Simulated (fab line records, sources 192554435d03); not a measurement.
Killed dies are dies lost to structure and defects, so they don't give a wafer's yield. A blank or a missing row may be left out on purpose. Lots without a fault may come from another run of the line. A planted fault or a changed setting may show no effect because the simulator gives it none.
Chamber matching | flow n5_finfet | N5_DUMMY_GATE_HM_OPEN_21 on rie_diel-06: 4 sister chambers
The step chemistry CH3F/O2, target SiNx, target depth 120 nm, time 171.4 s. 16 wafers are shown with their chamber, then 8 later ones without.

WAFERS WITH THEIR CHAMBER
wafer  | chamber | drypump_motor_current_A (A) | showerhead_plenum_p_Torr (Torr) | oes_product_au (a.u.)
L076.3 | 3       | 6.0                         | 1.98                            | 0.82
L076.4 | 2       | 5.9                         | 2.07                            | 0.71
L076.5 | 3       | 6.0                         | 1.98                            | 0.81
L077.4 | 2       | 5.9                         | 2.07                            | 0.70
L077.5 | 3       | 6.0                         | 1.98                            | 0.80
L077.6 | 2       | 5.9                         | 2.07                            | 0.70
L083.1 | 1       | 6.2                         | 2.00                            | 0.97
L083.3 | 0       | 5.5                         | 1.93                            | 0.70
L083.4 | 3       | 6.0                         | 1.98                            | 0.80
L084.1 | 3       | 6.0                         | 1.98                            | 0.79
L084.4 | 2       | 5.9                         | 2.07                            | 0.68
L084.6 | 0       | 5.5                         | 1.93                            | 0.70
L091.1 | 0       | 5.5                         | 1.92                            | 0.70
L091.5 | 0       | 5.4                         | 1.92                            | 0.69
L091.6 | 3       | 6.0                         | 1.97                            | 0.79
L092.1 | 0       | 5.5                         | 1.92                            | 0.71

SIGNATURES (means of the wafers above)
reading                  | chamber 0 | chamber 1 | chamber 2 | chamber 3 | scatter within a chamber
drypump_motor_current_A  | 5.480     | 6.200     | 5.900     | 6.000     | 0.0258
showerhead_plenum_p_Torr | 1.9240    | 2.0000    | 2.0700    | 1.9783    | 0.00412
oes_product_au           | 0.7000    | 0.9700    | 0.6975    | 0.8017    | 0.0106
Rule: a wafer's distance from a chamber is the root of the sum, over the readings, of the square of ((its reading less the chamber's mean) divided by the reading's scatter). The wafer belongs to the nearest chamber; if the next one is less than 2 further off, it can't be placed. The scatter: the root of (the sum of the squares of (reading less its chamber's mean) over the shown wafers, divided by (wafers less chambers)).

WAFERS WITHOUT THEIR CHAMBER
wafer  | drypump_motor_current_A (A) | showerhead_plenum_p_Torr (Torr) | oes_product_au (a.u.)
L092.3 | 5.9                         | 2.06                            | 0.67
L092.4 | 6.0                         | 1.97                            | 0.78
L094.2 | 5.5                         | 1.92                            | 0.71
L094.3 | 5.9                         | 2.06                            | 0.67
L094.5 | 6.0                         | 1.97                            | 0.78
L095.1 | 6.2                         | 1.99                            | 0.91
L095.4 | 5.9                         | 2.06                            | 0.67
L095.6 | 6.0                         | 1.97                            | 0.78

WHICH CHAMBER EACH WENT THROUGH
wafer  | from the rows above | in truth
L092.3 | 2                   | 2
L092.4 | 3                   | 3
L094.2 | 0                   | 0
L094.3 | 2                   | 2
L094.5 | 3                   | 3
L095.1 | 1                   | 1
L095.4 | 2                   | 2
L095.6 | 3                   | 3
Placed correctly: 8 of 8. Can't be placed from these rows: 0. Placed wrongly: 0.
